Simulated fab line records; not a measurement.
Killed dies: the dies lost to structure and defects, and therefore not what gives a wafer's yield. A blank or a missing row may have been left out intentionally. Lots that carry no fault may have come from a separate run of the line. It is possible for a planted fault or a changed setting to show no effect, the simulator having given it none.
The same fault as seen by 2 desks | flow nand harc | each desk has only its own numbers; what lay behind them comes last

== METROLOGY DESK ==
What the gauges read, lot by lot, whatever tool the lot ran on: means of the sampled wafers that have a number. Marked OUT: a lot whose mean sits more than 4 standard deviations from the usual mean, which makes it out of limits; the brackets give that distance.
Columns: A = cd nm at NHARC_A_BONDPAD_CD_MEAS_09, usual 499.9 nm
lot  | first seen here | A
L703 | day 18 03:35    | 499.5
L705 | day 18 05:47    | 500.2
L706 | day 19 05:59    | 499.2
L707 | day 19 20:28    | 498.5
L708 | day 19 21:10    | 499.5
L709 | day 20 04:17    | 500.0
L710 | day 20 04:41    | 499.8
L713 | day 20 22:22    | 498.6
L714 | day 20 22:51    | 500.6
L715 | day 21 12:40    | 501.4
L724 | day 23 11:40    | 499.3
L723 | day 23 16:02    | 499.6
This desk's verdict: no lot among the 12 shows anything out of limits.

== DESK OF THE TOOL OWNER: rie diel-02 ==
The tool's own readings at NHARC_A_BONDPAD_ETCH_12 (etches the open film in CHF3/O2, target depth 220 nm, time 110 s): means of the sampled wafers that have a number, for each lot that ran on this tool. Marked OUT: a lot whose mean sits more than 4 standard deviations from the usual mean, which makes it out of limits; the brackets give that distance.
Columns: A = drypump motor current A at NHARC_A_BONDPAD_ETCH_12, usual 5.8 A; B = oes product au at NHARC_A_BONDPAD_ETCH_12, usual 0.938 a.u.; C = rf fwd power W at NHARC_A_BONDPAD_ETCH_12, usual 497.2 W; D = rf vpp V at NHARC_A_BONDPAD_ETCH_12, usual 372.0 V; E = run length s at NHARC_A_BONDPAD_ETCH_12, usual 131.3 s; F = showerhead plenum p Torr at NHARC_A_BONDPAD_ETCH_12, usual 2.46 Torr; G = throttle valve pct at NHARC_A_BONDPAD_ETCH_12, usual 20.571 %
lot  | first seen here | A   | B     | C     | D     | E                | F    | G
L703 | day 18 03:59    | 5.7 | 0.922 | 497.8 | 371.4 | 131.4            | 2.49 | 20.572
L708 | day 19 21:34    | 5.6 | 0.919 | 496.5 | 370.8 | 131.1            | 2.40 | 20.567
L710 | day 20 05:15    | 5.4 | 0.922 | 497.1 | 369.9 | 131.6            | 2.39 | 20.572
L713 | day 20 23:09    | 5.4 | 0.915 | 497.5 | 369.7 | 131.5            | 2.39 | 20.574
L724 | day 23 12:03    | 5.7 | 0.923 | 496.0 | 372.3 | 130.0            | 2.48 | 20.566
L723 | day 23 16:32    | 5.7 | 0.922 | 494.7 | 372.8 | 128.7 (-6.9) OUT | 2.48 | 20.570
This desk finds L723 out of limits, L723 being first, at day 23 16:32 (run length s at NHARC_A_BONDPAD_ETCH_12). In limits: L703, L708, L710, L713, L724.

== ALL TOGETHER ==
An alarm could have come from the tool owner's desk at day 23 16:32, on L723.
At the metrology desk, nothing out of limits was observed.
The metrology desk has L723 on record, within its limits.
The lots listed all ran NHARC_A_BONDPAD_ETCH_12 on rie diel-02.

== WHAT THE SIMULATOR HAD PUT IN ==
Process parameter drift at NHARC_A_BONDPAD_ETCH_12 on rie diel-02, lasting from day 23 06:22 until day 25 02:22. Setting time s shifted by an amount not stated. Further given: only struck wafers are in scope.
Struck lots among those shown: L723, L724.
Delay in hours, fault start to first out-of-limits reading, by desk: the tool owner's desk at 10.
